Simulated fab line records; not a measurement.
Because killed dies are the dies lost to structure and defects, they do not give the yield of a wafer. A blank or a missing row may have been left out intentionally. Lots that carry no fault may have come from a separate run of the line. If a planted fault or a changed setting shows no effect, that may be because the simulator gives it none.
One fault through the eyes of 2 desks -- flow n5 finfet -- numbers are kept per desk, each desk with only its own; the story behind them comes last

== THE TOOL OWNER'S DESK: rie diel-02 ==
The tool's own readings at N5_BEOL_M10_ETCH_65 (etches SiARC in CF4, target depth 39 nm, time 65 s): means of the sampled wafers that have a number, for each lot that ran on this tool. Any lot whose mean is over 4 standard deviations away from the usual mean is out of limits and marked OUT; that distance is given in the brackets.
Columns: A = chamber pressure mTorr at N5_BEOL_M10_ETCH_65, usual 40.00 mTorr; B = drypump motor current A at N5_BEOL_M10_ETCH_65, usual 5.8 A; C = etch rf on time s at N5_BEOL_M10_ETCH_65, usual 64.5 s; D = oes product au at N5_BEOL_M10_ETCH_65, usual 0.70 a.u.; E = rf vpp V at N5_BEOL_M10_ETCH_65, usual 184.2 V; F = showerhead plenum p Torr at N5_BEOL_M10_ETCH_65, usual 2.15 Torr; G = throttle valve pct at N5_BEOL_M10_ETCH_65, usual 15.48 %
lot,first seen here,A,B,C,D,E,F,G
L186,day 10 20:52,40.01,5.9,63.9,0.70,184.6,2.13,15.52
L198,day 13 17:43,40.01,5.9,64.6,0.68,184.9,2.21,15.44
L200,day 14 19:03,40.03,5.8,80.2 (+14) OUT,0.62,184.0,2.15,15.54
L204,day 15 03:56,39.98,6.0,73.2 (+7.9) OUT,0.67,184.8,2.12,15.46
L207,day 16 02:50,39.99,5.8,71.9 (+6.8) OUT,0.64,184.7,2.15,15.56
This desk finds L200, L204, L207 out of limits, L200 being first, at day 14 19:03 (etch rf on time s at N5_BEOL_M10_ETCH_65). Within limits: L186, L198.

== THE DEFECT DESK ==
Lot by lot, what the route's inspections counted, given as the mean of those sampled wafers with a number. Any lot whose mean is over 4 standard deviations away from the usual mean is out of limits and marked OUT; that distance is given in the brackets.
Columns: A = raw defect count at N5_BEOL_M10_INSPECT_13, usual 423
lot,first seen here,A
L186,day 10 15:53,428
L187,day 10 16:04,357
L191,day 11 11:56,310
L190,day 11 12:23,529
L198,day 13 15:21,462
L200,day 14 17:44,426
L204,day 15 01:43,391
L205,day 15 08:48,378
L207,day 15 23:59,309
L208,day 16 10:08,359
This desk's verdict: no lot among the 10 shows anything out of limits.

== BROUGHT TOGETHER ==
On L200, L204, L207, at day 14 19:03, an alarm was possible from the tool owner's desk.
No out-of-limits result turned up at the defect desk.
The defect desk has L200, L204, L207 on record, within its limits.
Every lot named ran N5_BEOL_M10_ETCH_65 on rie diel-02.

== WHAT WAS PUT IN BY THE SIMULATOR ==
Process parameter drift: rie diel-02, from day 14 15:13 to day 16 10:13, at N5_BEOL_M10_ETCH_65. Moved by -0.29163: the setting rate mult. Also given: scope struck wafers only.
Struck lots among those shown: L200, L204, L207.
Each desk's first reading out of limits, in hours after the fault started: the tool owner's desk, 4.
